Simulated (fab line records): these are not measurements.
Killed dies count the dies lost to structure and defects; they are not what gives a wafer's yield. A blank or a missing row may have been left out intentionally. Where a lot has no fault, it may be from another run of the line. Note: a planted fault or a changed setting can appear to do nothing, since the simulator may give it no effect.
Matching of chambers ; flow n5_finfet ; N5_BEOL_M0_DEP_125 on pecvd-01: 3 sister chambers
The step deposits SiCN from 3MS/NH3, target thk 8 nm, time 14 s. 3 wafers are shown with their chamber, then 8 later ones without.

WAFERS WITH THEIR CHAMBER
wafer;chamber;throttle_valve_pct (%)
L079.1;1;9.4
L088.6;2;8.7
L090.4;0;9.7

WAFERS WITHOUT THEIR CHAMBER
wafer;throttle_valve_pct (%)
L090.5;8.7
L090.6;9.5
L093.1;9.3
L093.2;9.4
L093.6;9.2
L095.2;9.1
L095.3;8.6
L095.6;9.6

EACH ONE'S CHAMBER
wafer;from the rows above;in truth
L090.5;2;2
L090.6;can't be placed: 1 or 0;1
L093.1;1;1
L093.2;1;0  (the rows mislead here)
L093.6;1;1
L095.2;can't be placed: 1 or 2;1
L095.3;2;2
L095.6;can't be placed: 0 or 1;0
Correct placement for 4 of the 8. Cannot be placed on the basis of these rows: 3; the candidates contain the true chamber in 3. Wrongly placed: 1.
How it was worked out, from the rows above alone: a wafer's distance from a chamber is the root of the sum, over the readings, of the square of ((its reading less the chamber's mean) divided by the reading's scatter). If the next closest chamber is less than 2 further off than the closest, the wafer can't be placed; otherwise it belongs to the closest. A chamber's mean is the mean of its shown wafers. The scatter: with one shown wafer a chamber, the root of the mean of the squares of how far each hidden wafer lies from its nearest shown one.
